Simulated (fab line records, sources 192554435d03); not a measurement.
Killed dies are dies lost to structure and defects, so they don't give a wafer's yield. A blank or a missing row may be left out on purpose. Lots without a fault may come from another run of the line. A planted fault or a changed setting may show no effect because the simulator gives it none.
Chamber matching | flow n5_finfet | N5_MOL_CONTACT_COAG_ALD_123 on ald_sin-02: 4 sister chambers
The step deposits SiNx, target thk 5 nm, pulse time 1 s, purge time 2 s. 8 wafers are shown with their chamber, then 11 later ones without.

WAFERS WITH THEIR CHAMBER
wafer  | chamber | heater_power_w (W) | precursor_pulse_height_rel
L076.5 | 2       | 686                | 1.006
L083.2 | 1       | 1019               | 0.992
L083.5 | 1       | 995                | 0.969
L083.6 | 3       | 716                | 0.983
L084.2 | 0       | 810                | 1.004
L084.4 | 0       | 813                | 1.019
L084.5 | 3       | 734                | 0.964
L087.1 | 2       | 692                | 1.024

WAFERS WITHOUT THEIR CHAMBER
wafer  | heater_power_w (W) | precursor_pulse_height_rel
L087.2 | 1004               | 1.041
L087.5 | 700                | 0.991
L090.2 | 806                | 1.017
L090.5 | 728                | 0.990
L090.6 | 818                | 0.969
L094.3 | 828                | 0.998
L094.4 | 717                | 0.993
L094.5 | 714                | 1.016
L096.2 | 742                | 1.008
L096.3 | 825                | 0.989
L096.4 | 691                | 1.027

WHICH CHAMBER EACH WENT THROUGH
wafer  | from the rows above     | in truth
L087.2 | 1                       | 1
L087.5 | can't be placed: 2 or 3 | 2
L090.2 | 0                       | 0
L090.5 | 3                       | 3
L090.6 | 0                       | 0
L094.3 | 0                       | 0
L094.4 | can't be placed: 3 or 2 | 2
L094.5 | can't be placed: 2 or 3 | 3
L096.2 | can't be placed: 3 or 2 | 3
L096.3 | 0                       | 0
L096.4 | 2                       | 2
Placed correctly: 7 of 11. Can't be placed from these rows: 4 (the true chamber is among the candidates in 4). Placed wrongly: 0.
How it was worked out, from the rows above alone: a wafer's distance from a chamber is the root of the sum, over the readings, of the square of ((its reading less the chamber's mean) divided by the reading's scatter). The wafer belongs to the nearest chamber; if the next one is less than 2 further off, it can't be placed. A chamber's mean is the mean of its shown wafers. The scatter: the root of (the sum of the squares of (reading less its chamber's mean) over the shown wafers, divided by (wafers less chambers)).
